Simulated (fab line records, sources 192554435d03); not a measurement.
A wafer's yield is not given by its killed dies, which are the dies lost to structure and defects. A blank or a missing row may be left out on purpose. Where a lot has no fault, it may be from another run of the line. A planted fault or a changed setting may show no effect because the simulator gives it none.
fab line records -- flow n5_finfet
[record] lots = 9, wafers = 26, last_day = 18
route steps=1938 shown BEOL_M1@770 BEOL_M4@1111 PASSIVATION@1936
lots with no fault: from the same line, run without faults
start_h: the number of hours between the record's first day and the start of the first shown wafer of the lot -- wait_h: time in hours since the lot's previous step -- " repeats the value in the row above -- L1.1+2: several wafers, shown together as one row -- - no value, or no start was given -- * or withheld: withheld -- < > ~ a bound
route shown NAME@n: a module of which the file shows steps, and the number in the route of the first -- usual: average and standard deviation across the fault-free wafers -- same: alike in all rows -- chamber/n: place in a boat -- sites: each site's reading -- _std_site: standard deviation of those values -- _edge_site: outer sites' mean less inner sites' -- radius_mm: how far each site lies from the wafer's centre -- mask NAME#n: copy n -- behind: tool/chamber where the wafer was last shaped -- hold: why the lot was held/for how many hours/how that ended -- device: the n, p or np transistor that did not switch -- end of line: tests of these same wafers at the route's end -- a step with no rows: only its recipe -- killed: the dies lost at the first sort to structure and to defects; this is not the yield of the wafer -- map: a wafer's dies, x killed, . not, _ none there
set.NAME: the run value of the setting; set.NAME@STEP: its run value at that earlier step -- model.NAME: the simulator's own value behind a step, which no gauge read
the route's steps for a sample of lots (tables are steps, rows are wafers)
services: from which hour (start_h, from the record's first day; less than 0 if before it) a tool's chamber was out of use, for how many hours, and why
[[steps]]
[step N5_BEOL_M1_ETCH_64]
[recipe] chemistry = N2/H2, target = SOC, target_depth_a = 750, overetch_a = 150, mask_material = SiARC, temp_c = 40, time_s = 112.5, ion_energy_ev = 200, pressure_mtorr = 30, source_w = 840, bias_w = 150, n2_flow_sccm = 200, h2_flow_sccm = 200
[usual] drypump_motor_current_A = 5.8/0.32, oes_product_au = 0.63/0.071, rf_vpp_V = 524.0/2.6, showerhead_plenum_p_Torr = 2.55/0.094, throttle_valve_pct = 17.87/0.29
lot.wafer,tool,chamber,start_h,wait_h,drypump_motor_current_A,oes_product_au,rf_hours_counter_h,rf_vpp_V,showerhead_plenum_p_Torr,throttle_valve_pct
L843.3,rie_diel-06,3,153.07,0.0,5.9,0.68,59,522.9,2.48,18.23
L843.4,rie_diel-06,0,153.07,0.0,5.9,0.72,20,525.1,2.60,17.31
L843.6,rie_diel-06,2,153.07,0.0,6.0,0.60,-,525.8,2.66,17.58
L838.1,rie_diel-06,3,153.33,0.0,5.9,0.68,59,521.5,2.48,18.23
L838.5,rie_diel-06,3,153.33,0.0,5.9,0.68,-,522.9,2.48,18.23
L838.6,rie_diel-06,2,153.33,0.0,5.9,0.60,-,527.8,2.66,17.57
L844.1,rie_diel-06,2,158.42,0.0,6.0,0.60,126,527.7,2.66,17.58
L844.3,rie_diel-06,1,158.42,0.0,5.9,0.54,244,521.0,2.39,18.05
L844.6,rie_diel-06,2,158.42,0.0,5.9,0.60,-,527.9,2.66,17.58
L851.1,rie_diel-06,2,207.95,0.0,6.0,0.59,143,526.4,2.66,17.61
L851.3,rie_diel-06,3,207.95,0.0,5.9,0.66,78,522.5,2.47,18.27
L851.6,rie_diel-06,0,207.95,0.0,5.8,0.69,-,525.4,2.59,17.36
L854.1,rie_diel-02,3,216.44,0.0,5.9,0.70,47,526.5,2.59,17.73
L854.5,rie_diel-02,1,216.44,0.0,5.9,0.59,-,522.9,2.54,18.14
L857.1,rie_diel-04,1,242.24,0.0,5.7,0.53,265,521.9,2.51,18.18
L857.2,rie_diel-04,2,242.24,0.0,5.4,0.60,132,526.6,2.67,17.92
L857.4,rie_diel-04,1,242.24,0.0,5.8,0.53,-,521.4,2.51,18.18
L858.1,rie_diel-06,0,246.11,0.0,5.8,0.67,49,525.5,2.58,17.36
L858.2,rie_diel-06,1,246.11,0.0,6.0,0.76,13,528.5,2.70,17.66
L858.5,rie_diel-06,0,246.11,0.0,5.8,0.68,-,523.6,2.58,17.39
L859.2,rie_diel-06,3,255.38,0.0,5.9,0.65,90,520.8,2.47,18.29
L859.3,rie_diel-06,1,255.38,0.0,6.0,0.76,15,526.3,2.70,17.69
L859.4,rie_diel-06,0,255.38,0.0,5.9,0.67,51,525.6,2.58,17.38
L860.2,rie_diel-04,3,263.28,0.0,5.4,0.64,88,525.4,2.58,17.69
L860.3,rie_diel-04,0,263.28,0.0,6.3,0.77,3,528.2,2.72,17.78
L860.4,rie_diel-04,3,263.28,0.0,5.5,0.63,-,523.9,2.58,17.71
[step N5_BEOL_M1_CD_MEAS_28]
[recipe] landing_energy_ev = 500, detector = se_inlens, target_cd_y_nm = 23.3
[usual] cd_nm = 23.95/0.24
lot.wafer,tool,chamber,start_h,wait_h,cd_nm
L843.3,cd_sem-03,0,153.91,-,23.93
L843.4,cd_sem-03,0,153.91,-,23.53
L843.6,cd_sem-03,0,153.91,-,24.13
L838.1,cd_sem-02,0,154.09,-,23.72
L838.5,cd_sem-02,0,154.09,-,24.12
L838.6,cd_sem-02,0,154.09,-,24.04
L844.1,cd_sem-02,0,159.45,-,23.76
L844.3,cd_sem-02,0,159.45,-,23.79
L844.6,cd_sem-02,0,159.45,-,23.85
L851.1,cd_sem-03,0,208.62,-,24.05
L851.3,cd_sem-03,0,208.62,-,23.98
L851.6,cd_sem-03,0,208.62,-,23.91
L854.1,cd_sem-01,0,217.23,-,23.57
L854.5,cd_sem-01,0,217.23,-,23.59
L857.1,cd_sem-02,0,243.05,-,23.94
L857.2,cd_sem-02,0,243.05,-,24.02
L857.4,cd_sem-02,0,243.05,-,23.38
L858.1,cd_sem-03,0,246.85,-,23.83
L858.2,cd_sem-03,0,246.85,-,24.02
L858.5,cd_sem-03,0,246.85,-,24.12
L859.2,cd_sem-03,0,256.18,-,24.17
L859.3,cd_sem-03,0,256.18,-,23.48
L859.4,cd_sem-03,0,256.18,-,23.87
L860.2,cd_sem-02,0,264.00,-,24.40
L860.3,cd_sem-02,0,264.00,-,23.94
L860.4,cd_sem-02,0,264.00,-,24.09
[step N5_BEOL_M1_VIA_ETCH_34]
[recipe] chemistry = C4F6/O2, target_depth_a = 678, mask_material = SOC, pressure_mtorr = 15, ion_energy_ev = 250, taper_deg = 4, time_s = 64.4, source_w = 350, bias_w = 170, Ar_flow_sccm = 300, C4F6_flow_sccm = 10, O2_flow_sccm = 10
[usual] drypump_motor_current_A = 5.9/0.38, oes_f_703_au = 0.78/0.09, oes_product_au = 0.78/0.093, rf_vpp_V = 665/12, run_length_s = 87.4/0.45, showerhead_plenum_p_Torr = 2.84/0.092, throttle_valve_pct = 30.89/0.25
lot.wafer,tool,chamber,start_h,wait_h,drypump_motor_current_A,oes_f_703_au,oes_product_au,rf_hours_counter_h,rf_vpp_V,run_length_s,showerhead_plenum_p_Torr,throttle_valve_pct
L843.3,rie_diel-04,0,167.62,0.0,6.3,0.69,0.67,249,678,87.2,2.68,31.00
L843.4,rie_diel-04,3,167.62,0.0,5.4,0.87,0.86,-,666,86.8,2.91,30.71
L843.6,rie_diel-04,0,167.62,0.0,6.3,0.69,0.67,-,677,87.0,2.68,31.01
L838.1,rie_diel-04,1,168.50,0.0,5.8,0.68,0.67,238,651,87.6,2.82,31.20
L838.5,rie_diel-04,3,168.50,0.0,5.4,0.88,0.85,-,665,86.8,2.91,30.71
L838.6,rie_diel-04,1,168.50,0.0,5.8,0.69,0.67,-,651,87.7,2.82,31.18
L844.1,rie_diel-04,3,172.50,0.0,5.4,0.86,0.86,57,666,87.0,2.91,30.72
L844.3,rie_diel-04,1,172.50,0.0,5.8,0.68,0.66,240,651,88.1,2.82,31.18
L844.6,rie_diel-04,1,172.50,0.0,5.8,0.68,0.66,-,651,87.9,2.82,31.19
L851.1,rie_diel-04,1,215.03,0.0,5.8,0.68,0.67,256,650,71.7,2.82,31.20
L851.3,rie_diel-04,3,215.03,0.0,5.4,0.85,0.83,73,665,70.7,2.90,30.74
L851.6,rie_diel-04,3,215.03,0.0,5.4,0.85,0.84,-,665,86.9,2.90,30.74
L854.1,rie_diel-04,1,225.67,0.0,5.8,0.67,0.66,260,651,71.4,2.81,31.21
L854.5,rie_diel-04,0,225.67,0.0,6.3,0.67,0.67,-,679,87.0,2.67,31.03
L857.1,rie_diel-06,0,259.88,0.0,5.8,0.88,0.87,53,663,88.7,2.90,30.52
L857.2,rie_diel-06,2,259.88,0.0,5.9,0.72,0.72,157,667,87.0,2.94,30.34
L857.4,rie_diel-06,0,259.88,0.0,5.8,0.88,0.85,-,663,88.4,2.90,30.52
L858.1,rie_diel-02,0,262.89,0.0,6.5,0.68,0.68,249,667,87.5,2.69,30.84
L858.2,rie_diel-02,1,262.89,0.0,5.9,0.72,0.73,173,673,87.7,2.83,31.14
L858.5,rie_diel-02,3,262.89,0.0,5.9,0.87,0.85,-,643,87.4,2.90,30.77
L859.2,rie_diel-02,1,263.79,0.0,5.9,0.72,0.73,173,672,87.7,2.83,31.14
L859.3,rie_diel-02,0,263.79,0.0,6.5,0.68,0.68,249,667,87.7,2.69,30.86
L859.4,rie_diel-02,2,263.79,0.0,5.2,0.84,0.86,50,673,86.7,2.89,30.82
L860.2,rie_diel-02,2,266.61,0.0,5.3,0.85,0.86,51,675,86.8,2.89,30.83
L860.3,rie_diel-02,1,266.61,0.0,5.9,0.72,0.72,174,675,87.3,2.83,31.13
L860.4,rie_diel-02,1,266.61,0.0,5.9,0.72,0.72,-,674,88.0,2.83,31.14
[step N5_BEOL_M1_STRIP_36]
[recipe] chemistry = N2/H2, power_w = 450, temp_c = 40, pressure_mtorr = 20, rf_frequency_hz = 6e+07, overash_fraction = 0.3, bias_power_w = 7, h2_frac = 0.5, n2_flow_sccm = 200, h2_flow_sccm = 200
[usual] drypump_motor_current_A = 5.9/0.38, oes_product_au = 0.78/0.095, rf_vpp_V = 59.2/1.5, showerhead_plenum_p_Torr = 2.53/0.084, throttle_valve_pct = 23.82/0.29
lot.wafer,tool,chamber,start_h,wait_h,drypump_motor_current_A,oes_product_au,rf_hours_counter_h,rf_vpp_V,showerhead_plenum_p_Torr,throttle_valve_pct
L843.3,rie_diel-04,0,167.68,0.0,6.3,0.68,250,57.8,2.40,24.06
L843.4,rie_diel-04,3,167.68,0.0,5.4,0.87,-,56.8,2.59,23.66
L843.6,rie_diel-04,0,167.68,0.0,6.3,0.68,-,57.3,2.40,24.05
L838.1,rie_diel-04,1,168.56,0.0,5.8,0.67,238,59.3,2.51,24.05
L838.5,rie_diel-04,3,168.56,0.0,5.4,0.86,-,59.5,2.59,23.65
L838.6,rie_diel-04,1,168.56,0.0,5.8,0.68,-,58.4,2.51,24.03
L844.1,rie_diel-04,3,172.56,0.0,5.4,0.85,57,59.3,2.59,23.66
L844.3,rie_diel-04,1,172.56,0.0,5.8,0.68,240,59.8,2.51,24.05
L844.6,rie_diel-04,1,172.56,0.0,5.8,0.67,-,59.1,2.51,24.05
L851.1,rie_diel-04,1,215.09,0.0,5.8,0.65,256,61.3,2.51,24.06
L851.3,rie_diel-04,3,215.09,0.0,5.4,0.82,73,59.2,2.58,23.68
L851.6,rie_diel-04,3,215.09,0.0,5.4,0.84,-,60.3,2.58,23.69
L854.1,rie_diel-04,1,225.73,0.0,5.8,0.66,260,59.7,2.50,24.08
L854.5,rie_diel-04,0,225.73,0.0,6.3,0.66,-,59.2,2.39,24.11
L857.1,rie_diel-06,0,259.94,0.0,5.9,0.86,53,61.0,2.58,23.15
L857.2,rie_diel-06,2,259.94,0.0,5.9,0.73,157,58.0,2.65,23.43
L857.4,rie_diel-06,0,259.94,0.0,5.9,0.86,-,62.7,2.58,23.12
L858.1,rie_diel-02,0,262.95,0.0,6.6,0.69,249,55.7,2.38,23.84
L858.2,rie_diel-02,1,262.95,0.0,5.9,0.72,173,57.4,2.53,24.21
L858.5,rie_diel-02,3,262.95,0.0,5.9,0.86,-,58.6,2.58,23.59
L859.2,rie_diel-02,1,263.85,0.0,5.9,0.73,173,59.4,2.53,24.20
L859.3,rie_diel-02,0,263.85,0.0,6.5,0.69,249,57.3,2.38,23.86
L859.4,rie_diel-02,2,263.85,0.0,5.3,0.88,50,60.3,2.58,23.77
L860.2,rie_diel-02,2,266.67,0.0,5.3,0.87,51,60.3,2.58,23.72
L860.3,rie_diel-02,1,266.67,0.0,5.9,0.73,174,58.2,2.53,24.22
L860.4,rie_diel-02,1,266.67,0.0,5.9,0.72,-,58.6,2.53,24.22
[step N5_BEOL_M4_RC_MEAS_101]
[usual] DIBL_N = 37.1/1.8, DIBL_P = 37.2/2.1, IOFF_N = 0.17/0.033, IOFF_P = 0.22/0.037, ION_N = 680/11, ION_P = 464/7.7, SS_N = 71.7/0.63, SS_P = 73.6/0.67, VT_N = 248.9/2.9, VT_P = -251/3.6
lot.wafer,tool,chamber,start_h,wait_h,DIBL_N[mV/V],DIBL_P[mV/V],IOFF_N[nA/um],IOFF_P[nA/um],ION_N[uA/um],ION_P[uA/um],SS_N[mV/dec],SS_P[mV/dec],VT_N[mV],VT_P[mV]
L844.1,prober-02,0,211.27,0.0,36.6,35.3,0.14,0.16,663,449,72.0,72.9,253.8,-254
L844.3,prober-02,0,211.27,0.0,37.9,38.5,0.18,0.22,684,464,72.4,74.1,248.7,-253
L844.6,prober-02,0,211.27,0.0,38.8,38.1,0.19,0.21,681,463,71.7,74.2,249.6,-253
L838.1,prober-02,0,213.05,0.0,37.9,37.9,0.17,0.20,671,454,72.0,73.3,250.8,-250
L838.5,prober-02,0,213.05,0.0,38.6,38.6,0.19,0.22,677,459,72.0,73.4,247.7,-249
L838.6,prober-02,0,213.05,0.0,38.9,40.7,0.21,0.26,713,480,71.7,73.4,244.9,-249
L843.3,prober-02,0,216.44,0.3,37.3,37.8,0.18,0.23,690,467,71.9,74.0,246.8,-249
L843.4,prober-02,0,216.44,0.3,39.4,38.5,0.21,0.24,693,462,72.3,74.5,245.6,-248
L843.6,prober-02,0,216.44,0.3,37.5,36.9,0.18,0.22,689,468,71.6,73.8,246.4,-249
L854.1,prober-01,0,281.43,0.0,39.9,40.1,0.23,0.24,699,466,72.2,73.9,243.1,-252
L854.5,prober-01,0,281.43,0.0,36.9,36.5,0.15,0.17,674,457,72.1,73.3,249.0,-257
L851.1,prober-02,0,283.62,0.0,38.4,37.8,0.18,0.22,676,461,70.8,73.7,247.8,-251
L851.3,prober-02,0,283.62,0.0,40.1,40.3,0.21,0.27,688,474,71.5,74.3,247.0,-247
L851.6,prober-02,0,283.62,0.0,35.5,35.3,0.12,0.19,671,467,70.7,73.8,252.9,-252
L857.1,prober-02,0,307.10,0.0,37.3,37.1,0.17,0.22,703,478,72.3,73.7,246.6,-249
L857.2,prober-02,0,307.10,0.0,38.2,37.8,0.20,0.24,677,462,71.6,74.4,245.7,-250
L857.4,prober-02,0,307.10,0.0,41.6,41.5,0.29,0.31,701,477,72.4,75.2,241.5,-244
L858.1,prober-02,0,313.82,0.0,35.7,35.8,0.15,0.21,669,465,71.6,73.1,250.2,-251
L858.2,prober-02,0,313.82,0.0,35.8,34.0,0.15,0.19,673,461,72.0,72.5,251.8,-252
L858.5,prober-02,0,313.82,0.0,37.6,37.0,0.17,0.22,674,468,72.0,73.2,251.1,-249
L859.2,prober-01,0,318.01,0.2,38.4,37.9,0.20,0.24,695,469,72.2,74.3,243.4,-249
L859.3,prober-01,0,318.01,0.2,37.4,36.2,0.18,0.22,678,461,72.0,73.4,247.8,-251
L859.4,prober-01,0,318.01,0.2,37.3,35.7,0.17,0.21,666,461,71.5,73.1,249.1,-252
L860.2,prober-02,0,322.86,0.2,39.5,39.0,0.18,0.24,664,463,71.9,73.9,249.3,-248
L860.3,prober-02,0,322.86,0.2,40.7,38.9,0.21,0.24,678,461,73.2,74.5,247.9,-247
L860.4,prober-02,0,322.86,0.2,37.4,35.8,0.16,0.20,680,461,71.3,73.8,250.8,-250
[step N5_PASSIVATION_PROBE_49]
[usual] defect_limited_yield = 91.7/1.5, killed_at_M0_to_M3 = 32/10, killed_at_M4_up = 14/5.3, killed_at_contacts = 13/5.7, killed_at_front_end = 37/10, killed_at_other = 3.3/2.5, killed_dies = 98/18, killed_open = 65/13, killed_short = 31/7.5, sort_bin_4_leakage = 0.00/0.0099, sort_bin_5_function = 4.9/0.91, sort_bin_6_memory = 3.1/0.71, sort_bin_8_speed = 0.00/0.017, sort_n_pass = 1082/18, sort_yield_pct = 91.7/1.5
[same] gross_dies = 1180, killed_at_back_side = 0
lot.wafer,tool,chamber,start_h,wait_h,defect_limited_yield[%],killed_at_M0_to_M3,killed_at_M4_up,killed_at_contacts,killed_at_front_end,killed_at_other,killed_dies,killed_open,killed_short,sort_bin_4_leakage[%],sort_bin_5_function[%],sort_bin_6_memory[%],sort_bin_8_speed[%],sort_n_pass,sort_yield_pct[%]
L844.1,prober-02,-,327.90,0.0,91.0,21,17,20,45,3,106,70,35,0,5.5,3.1,0,1074,91.0
L844.3,prober-02,-,328.00,0.1,91.4,20,24,10,43,5,102,70,28,0,3.9,4.3,0,1078,91.4
L844.6,prober-02,-,328.15,0.3,92.3,20,14,18,36,3,91,58,31,0,4.4,3.1,0,1089,92.3
L851.1,prober-02,-,377.27,0.0,91.4,36,12,12,36,6,102,70,32,0,5.0,3.6,0,1078,91.4
L851.3,prober-02,-,377.37,0.1,89.3,51,12,23,39,1,126,82,44,0,5.8,4.3,0,1054,89.3
L851.6,prober-02,-,377.52,0.3,91.4,48,9,8,34,3,102,65,37,0,5.7,2.9,0,1078,91.4
L854.1,prober-01,-,397.50,0.0,91.1,34,7,27,30,7,105,75,29,0,5.6,3.1,0,1075,91.1
L854.5,prober-01,-,397.70,0.2,89.7,46,8,12,55,1,122,88,32,0,6.1,4.0,0,1058,89.7
// killed by level:class
L844.1 MOL_CONTACT_COAG:geometric_particle:open=14 GATE_CUT:geometric_particle:short=11 DUMMY_GATE:geometric_particle:open=11 FIN_SAQP:geometric_particle:open=7 MOL_CONTACT_COAG:geometric_particle:short=6 BEOL_M4:geometric_particle:open=6 BEOL_M2:geometric_particle:open=5 BEOL_M0_SAQP:geometric_particle:open=4
L844.3 BEOL_M4:geometric_particle:open=16 DUMMY_GATE:geometric_particle:open=10 MOL_CONTACT_COAG:geometric_particle:open=8 BEOL_M2:geometric_particle:open=8 FIN_SAQP:geometric_particle:short=6 BEOL_M0_SAQP:geometric_particle:open=6 GATE_CUT:geometric_particle:short=5 FIN_SAQP:geometric_particle:open=4
L844.6 MOL_CONTACT_COAG:geometric_particle:open=17 BEOL_M4:geometric_particle:open=8 FIN_SAQP:geometric_particle:short=7 GATE_CUT:geometric_particle:short=7 BEOL_M2:geometric_particle:open=7 BEOL_M0_SAQP:geometric_particle:open=5 STI_FIN_REVEAL:geometric_particle:open=5 FIN_SAQP:geometric_particle:open=4
L851.1 FIN_SAQP:geometric_particle:short=11 MOL_CONTACT_COAG:geometric_particle:open=10 BEOL_M2:geometric_particle:open=8 FIN_SAQP:geometric_particle:open=7 BEOL_M3:geometric_particle:open=7 BEOL_M0_SAQP:geometric_particle:short=7 BEOL_M0_SAQP:geometric_particle:open=6 STI_FIN_REVEAL:geometric_particle:open=4
L851.3 MOL_CONTACT_COAG:geometric_particle:open=20 BEOL_M0_SAQP:geometric_particle:open=15 BEOL_M0_SAQP:geometric_particle:short=15 FIN_SAQP:geometric_particle:short=10 FIN_SAQP:geometric_particle:open=9 BEOL_M2:geometric_particle:open=8 ILD0:geometric_particle:open=5 BEOL_M1:geometric_particle:open=5
L851.6 BEOL_M2:geometric_particle:open=13 FIN_SAQP:geometric_particle:open=12 BEOL_M0_SAQP:geometric_particle:short=9 FIN_SAQP:geometric_particle:short=7 BEOL_M3:geometric_particle:open=7 MOL_CONTACT_COAG:geometric_particle:open=6 BEOL_M1:geometric_particle:open=6 BEOL_M0_SAQP:geometric_particle:open=5
L854.1 MOL_CONTACT_COAG:geometric_particle:open=22 STI_FIN_REVEAL:geometric_particle:open=8 BEOL_M1:geometric_particle:open=7 BEOL_M3:geometric_particle:open=7 FIN_SAQP:geometric_particle:short=5 BEOL_M0_SAQP:geometric_particle:open=5 BEOL_M0_SAQP:geometric_particle:short=5 BEOL_M2:geometric_particle:open=5
L854.5 FIN_SAQP:geometric_particle:open=22 STI_FIN_REVEAL:geometric_particle:open=13 BEOL_M3:geometric_particle:open=11 MOL_CONTACT_COAG:geometric_particle:open=10 BEOL_M0_SAQP:geometric_particle:open=10 BEOL_M0_SAQP:geometric_particle:short=9 FIN_SAQP:geometric_particle:short=7 BEOL_M3:geometric_particle:short=6
[[services]]
tool,chamber,start_h,hours,kind
rie_diel-02,2,161.44,8.3,repair
rie_diel-06,1,180.43,-,clean
rie_diel-06,1,180.43,-,consumable_replace:focus_ring
rie_diel-06,1,180.43,-,consumable_replace:showerhead
rie_diel-02,1,183.49,5.8,repair
rie_diel-02,-,199.34,2.8,pm
rie_diel-04,0,228.92,-,clean
rie_diel-04,0,228.92,-,consumable_replace:focus_ring
rie_diel-04,0,228.92,-,consumable_replace:showerhead
rie_diel-04,0,228.92,27.6,scheduled_down
rie_diel-04,0,228.92,27.6,vent_cycle
rie_diel-04,1,256.49,-,clean
rie_diel-04,1,256.49,-,consumable_replace:focus_ring
rie_diel-04,1,256.49,17.6,scheduled_down
rie_diel-04,1,256.49,17.6,vent_cycle
rie_diel-06,1,256.96,4.2,repair
rie_diel-02,0,265.89,-,clean
rie_diel-02,0,265.89,-,consumable_replace:focus_ring
rie_diel-02,0,265.89,-,consumable_replace:showerhead
rie_diel-02,0,265.89,15.8,scheduled_down
rie_diel-02,0,265.89,15.8,vent_cycle
[[key]]
[first_sign] step = N5_BEOL_M1_VIA_ETCH_34, reading = run_length_s, direction = down, sigmas = 35, usual = *, struck = *
effect none on later readings
met_at N5_BEOL_M1_VIA_ETCH_34
struck_lots L851,L854
struck_wafers L851.1,L851.3,L854.1
not_acting_at N5_BEOL_M1_ETCH_64,N5_BEOL_M1_CD_MEAS_28,N5_BEOL_M1_STRIP_36
onset_between 172.50 215.03
[fault] kind = process_parameter_drift, tool = rie_diel-04, chamber = -, onset_h = 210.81, steps = N5_BEOL_M1_VIA_ETCH_34, channel = time_s, offset = *, shape = step, end_h = 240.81, scope = struck_wafers_only, acts_in = *, stated = *
